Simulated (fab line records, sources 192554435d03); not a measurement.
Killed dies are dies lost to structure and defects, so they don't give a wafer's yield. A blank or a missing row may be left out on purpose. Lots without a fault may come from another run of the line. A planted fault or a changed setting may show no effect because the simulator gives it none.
fab line records | flow n5_finfet
record lots=11 wafers=33 last_day=19
route steps=1938 shown BEOL_M5@1115
lots that met no fault: from a run of the same line without faults
start_h: hours from the record's first day to the start of the lot's first wafer shown | wait_h: hours since the lot's step before | " the same as in the row above | L1.1+2: a row that stands for several wafers | - no value, or no start given | * or withheld: withheld | < > ~ a bound
route shown NAME@n: a module of which the file shows steps, and the number in the route of the first | usual: mean/standard deviation of fault-free wafers | same: alike in all rows | chamber/n: place in a boat | sites: the reading at each site | _std_site: their standard deviation | _edge_site: outer sites' mean less inner sites' | radius_mm: how far each site lies from the wafer's centre | mask NAME#n: copy n | behind: the tool/chamber that last shaped the wafer | hold: why the lot was held/for how many hours/how that ended | device: the transistor (n, p or np) that didn't switch | end of line: the same wafers' tests at the end of the route | a step without rows: its recipe alone | killed: dies lost to structure and defects at the first sort, not the wafer's yield | map: a wafer's dies, x killed, . not, _ none there
set.NAME: the setting as run; set.NAME@STEP: as run at that earlier step | model.NAME: the simulator's own value behind a step, which no gauge read
steps of the route over a sample of lots; a table a step, a row a wafer
services: from which hour (start_h, from the record's first day; less than 0 if before it) a tool's chamber was out of use, for how many hours, and why
## steps
# step N5_BEOL_M5_PECVD_70
# recipe material=SiO2 target_thk_a=160 temp_c=400 precursor=TEOS/O2 pressure_torr=5.5 rf_w=450 teos_flow_sccm=53.8 gas=O2 flow_sccm=3000 time_s=18
# usual chamber_pressure_Torr=5.502/0.011 heater_power_w=743/93 showerhead_plenum_p_Torr=8.80/0.074 throttle_valve_pct=22.5/1.2
# columns lot.wafer tool chamber start_h wait_h chamber_pressure_Torr heater_power_w showerhead_plenum_p_Torr throttle_valve_pct
L111.1 pecvd-03 2 173.31 0.0 5.503 821 8.85 19.9
L111.4 " 2 " " 5.497 834 8.83 20.1
L111.6 " 1 " " 5.499 714 8.71 23.5
L112.2 pecvd-03 1 193.85 0.0 5.509 673 8.65 23.8
L112.3 " 0 " " 5.511 747 8.89 24.0
L112.5 " 0 " " 5.506 750 8.89 23.7
L113.1 pecvd-03 1 212.12 0.0 5.503 612 8.68 23.8
L113.2 " 0 " " 5.512 656 8.89 23.8
L113.4 " 1 " " 5.509 610 8.71 23.7
L114.3 pecvd-03 1 215.56 0.0 5.490 734 8.68 23.8
L114.5 " 1 " " 5.481 724 8.69 23.8
L114.6 " 2 " " 5.497 850 8.83 19.9
L117.1 pecvd-03 0 238.36 0.0 5.503 652 8.89 23.6
L117.3 " 2 " " 5.505 779 8.85 20.0
L117.6 " 2 " " 5.510 784 8.84 20.0
L125.1 pecvd-04 1 278.94 0.0 5.484 713 8.76 23.0
L125.2 " 2 " " 5.494 634 8.74 22.2
L125.4 " 0 " " 5.507 642 8.74 22.4
L131.2 pecvd-03 0 311.00 0.0 5.496 753 8.88 23.8
L131.3 " 2 " " 5.497 739 8.83 20.2
L131.4 " 0 " " 5.500 774 8.88 24.0
L127.1 pecvd-02 2 316.76 0.0 5.486 686 8.75 22.1
L127.4 " 0 " " 5.523 852 8.90 22.1
L127.6 " 2 " " 5.495 688 8.77 22.5
L130.2 pecvd-03 1 317.31 0.0 5.471 613 8.68 23.7
L130.3 " 2 " " 5.511 763 8.84 20.5
L130.4 " 1 " " 5.494 629 8.70 23.8
L133.1 pecvd-03 0 325.89 0.0 5.512 714 8.90 23.9
L133.2 " 2 " " 5.508 846 8.84 20.2
L133.4 " 1 " " 5.502 699 8.66 23.7
L134.3 pecvd-04 0 343.69 0.1 5.506 622 8.77 22.3
L134.4 " 2 " " 5.519 718 8.75 22.3
L134.5 " 0 " " 5.501 645 8.76 22.1
# step N5_BEOL_M5_CMP_52
# recipe stop_on=SiCOH_lowk t_overpolish_s=6.9 down_force_psi=1 platen_rpm=50 clearing_platen_down_force_psi=1.5 clearing_platen_rpm=50 post_cmp_clean=cu_alkaline target_thk_nm=62 clearing_platen_pad_velocity_m_s=0.99484 pad_velocity_m_s=0.99484
# usual barrier_field_endpoint_s=24.4/0.52 motor_current_A=5.8/0.75 pad_life_wafers=1081/660
# columns lot.wafer tool chamber start_h wait_h barrier_field_endpoint_s motor_current_A pad_life_wafers
L111.4 cmp-04 3 184.27 0.1 24.3 4.7 936
L111.1 " 2 " " 24.5 5.6 939
L111.6 " 0 " " 25.4 5.2 -
L112.2 cmp-04 2 204.43 0.6 23.9 5.5 1140
L112.3 " 3 " " 24.1 4.6 1141
L112.5 " 3 " " 24.0 4.7 -
L113.2 cmp-04 0 222.48 0.2 24.1 4.8 1344
L113.4 " 1 " " 24.5 5.8 1345
L113.1 " 3 " " 23.9 4.9 1347
L114.3 cmp-04 2 225.82 0.2 26.9 5.8 1362
L114.5 " 2 " " 25.0 5.6 -
L114.6 " 3 " " 27.5 4.8 -
L117.3 cmp-02 2 249.93 0.2 26.9 6.4 1710
L117.1 " 0 " " 24.3 6.6 1712
L117.6 " 2 " " 26.8 6.4 -
L125.2 cmp-03 3 289.83 0.2 24.7 6.6 1465
L125.1 " 0 " " 24.6 5.9 1466
L125.4 " 1 " " 24.9 5.9 1467
L131.2 cmp-04 2 322.48 0.2 24.4 5.9 18
L131.3 " 0 " " 24.0 5.2 20
L131.4 " 1 " " 24.1 5.7 21
L130.2 cmp-04 1 329.38 0.2 23.6 5.7 67
L130.3 " 2 " " 24.1 5.6 68
L130.4 " 3 " " 24.2 4.8 69
L127.4 cmp-04 2 329.89 0.1 24.0 5.8 72
L127.1 " 3 " " 23.4 4.5 73
L127.6 " 2 " " 24.2 5.7 -
L133.4 cmp-04 2 338.34 0.1 24.5 5.6 150
L133.2 " 3 " " 24.0 5.0 151
L133.1 " 0 " " 24.3 5.0 152
L134.4 cmp-04 2 355.57 0.2 23.5 5.6 272
L134.3 " 3 " " 24.0 4.8 273
L134.5 " 0 " " 23.7 5.1 -
# step N5_BEOL_M5_PRE_CLEAN_77
# recipe gas=NH3/H2 time_s=15 temp_c=* rf_power_w=300
# usual heater_power_w=82/15
# columns lot.wafer tool chamber start_h wait_h heater_power_w
L111.1 cvd_co-01 0 184.69 0.1 77
L111.4 " 2 " " 69
L111.6 " 0 " " 77
L112.2 cvd_co-01 1 204.76 0.0 114
L112.3 " 2 " " 70
L112.5 " 0 " " 78
L113.1 cvd_co-02 1 222.81 0.0 79
L113.2 " 2 " " 80
L113.4 " 1 " " 80
L114.3 cvd_co-02 2 226.15 0.0 80
L114.5 " 1 " " 79
L114.6 " 0 " " 73
L117.1 cvd_co-02 1 250.26 0.0 81
L117.3 " 0 " " 71
L117.6 " 0 " " 73
L125.1 cvd_co-01 0 290.12 0.0 78
L125.2 " 2 " " 69
L125.4 " 0 " " 75
L131.2 cvd_co-02 2 322.81 0.0 80
L131.3 " 0 " " 70
L131.4 " 0 " " 71
L130.2 cvd_co-02 2 329.68 0.0 82
L130.3 " 0 " " 72
L130.4 " 0 " " 70
L127.1 cvd_co-01 2 330.23 0.0 71
L127.4 " 1 " " 114
L127.6 " 0 " " 78
L133.1 cvd_co-01 2 338.67 0.0 69
L133.2 " 0 " " 77
L133.4 " 2 " " 71
L134.3 cvd_co-01 1 355.83 0.0 102
L134.4 " 1 " " 102
L134.5 " 0 " " 77
# step N5_BEOL_M5_CO_CAP_78
# recipe material=Co target_thk_a=20 temp_c=200 precursor=CCTBA/H2 pressure_torr=30 time_s=102.1
# usual chamber_pressure_Torr=29.99/0.059 heater_power_w=233/19
# columns lot.wafer tool chamber start_h wait_h chamber_pressure_Torr heater_power_w
L111.1 cvd_co-01 0 184.73 0.0 29.96 225
L111.4 " 2 " " 29.92 219
L111.6 " 0 " " 29.81 228
L112.2 cvd_co-01 1 204.80 0.0 29.92 273
L112.3 " 2 " " 29.97 213
L112.5 " 0 " " 29.97 228
L113.1 cvd_co-02 1 222.85 0.0 30.09 229
L113.2 " 2 " " 30.00 221
L113.4 " 1 " " 29.98 234
L114.3 cvd_co-02 2 226.19 0.0 30.02 231
L114.5 " 1 " " 30.01 231
L114.6 " 0 " " 29.90 215
L117.1 cvd_co-02 1 250.30 0.0 29.93 232
L117.3 " 0 " " 29.94 226
L117.6 " 0 " " 30.08 219
L125.1 cvd_co-01 0 290.16 0.0 30.05 232
L125.2 " 2 " " 29.95 223
L125.4 " 0 " " 29.96 227
L131.2 cvd_co-02 2 322.85 0.0 30.02 230
L131.3 " 0 " " 30.04 218
L131.4 " 0 " " 30.09 220
L130.2 cvd_co-02 2 329.72 0.0 30.07 232
L130.3 " 0 " " 29.98 218
L130.4 " 0 " " 30.00 224
L127.1 cvd_co-01 2 330.27 0.0 29.95 212
L127.4 " 1 " " 29.96 267
L127.6 " 0 " " 29.89 225
L133.1 cvd_co-01 2 338.73 0.0 29.97 221
L133.2 " 0 " " 29.95 225
L133.4 " 2 " " 29.95 218
L134.3 cvd_co-01 1 355.87 0.0 30.09 261
L134.4 " 1 " " 29.92 263
L134.5 " 0 " " 29.92 233
# step N5_BEOL_M5_INSPECT_58
# recipe inspect_instrument=darkfield mode=post_dep
# usual raw_defect_count=69/22
# columns lot.wafer tool chamber start_h wait_h raw_defect_count
L111.1 defect_inspect-01 - 184.94 0.0 57
L111.4 " - " " 49
L111.6 " - " " 56
L112.2 defect_inspect-01 - 205.04 0.0 66
L112.3 " - " " 114
L112.5 " - " " 64
L113.1 defect_inspect-02 - 223.09 0.0 65
L113.2 " - " " 85
L113.4 " - " " 109
L114.3 defect_inspect-02 - 226.40 0.0 49
L114.5 " - " " 50
L114.6 " - " " 72
L117.1 defect_inspect-01 - 250.54 0.0 59
L117.3 " - " " 50
L117.6 " - " " 37
L125.1 defect_inspect-02 - 290.37 0.0 127
L125.2 " - " " 48
L125.4 " - " " 80
L131.2 defect_inspect-02 - 323.06 0.0 73
L131.3 " - " " 52
L131.4 " - " " 76
L130.2 defect_inspect-02 - 329.94 0.0 43
L130.3 " - " " 58
L130.4 " - " " 60
L127.1 defect_inspect-01 - 330.48 0.0 66
L127.4 " - " " 56
L127.6 " - " " 47
L133.1 defect_inspect-01 - 338.98 0.0 45
L133.2 " - " " 59
L133.4 " - " " 66
L134.3 defect_inspect-01 - 356.11 0.0 89
L134.4 " - " " 48
L134.5 " - " " 61
## services
# columns tool chamber start_h hours kind
cmp-02 - 160.67 2.1 repair
cvd_co-02 0 182.36 12.1 repair
cvd_co-02 1 191.54 13.6 repair
cmp-02 - 202.26 3.5 pm
pecvd-02 0 203.83 5.4 repair
pecvd-04 1 208.68 11.0 repair
cmp-04 - 220.73 0.5 repair
cvd_co-01 - 221.68 4.6 repair
pecvd-04 1 225.93 2.8 repair
cmp-04 - 227.11 4.6 pm
cmp-04 - 234.31 3.4 repair
pecvd-04 - 238.23 6.0 pm
pecvd-02 - 241.79 2.8 pm
pecvd-03 2 244.90 10.8 repair
cmp-03 - 245.00 6.5 repair
cvd_co-02 0 264.52 17.4 repair
pecvd-03 - 294.00 0.4 repair
pecvd-04 1 296.83 17.5 repair
cmp-04 - 296.84 0.8 repair
cmp-04 - 315.30 4.0 pm
pecvd-04 2 332.80 4.8 repair
pecvd-04 1 339.76 13.8 repair
cvd_co-01 2 347.07 2.4 repair
cvd_co-01 - 351.87 1.1 repair
## key
first_sign step=N5_BEOL_M5_CMP_52 reading=barrier_field_endpoint_s direction=up sigmas=5.2 usual=24.4 struck=27.0
effect none on later readings
met_at N5_BEOL_M5_PECVD_70
struck_lots L114,L117
struck_wafers L114.3,L114.6,L117.3,L117.6
not_acting_at N5_BEOL_M5_PRE_CLEAN_77,N5_BEOL_M5_CO_CAP_78,N5_BEOL_M5_INSPECT_58
onset_between 212.12 215.56
fault kind=process_parameter_drift tool=pecvd-03 chamber=- onset_h=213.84 steps=N5_BEOL_M5_PECVD_70 channel=time_s offset=* shape=step end_h=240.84 scope=struck_wafers_only acts_in=* stated=*
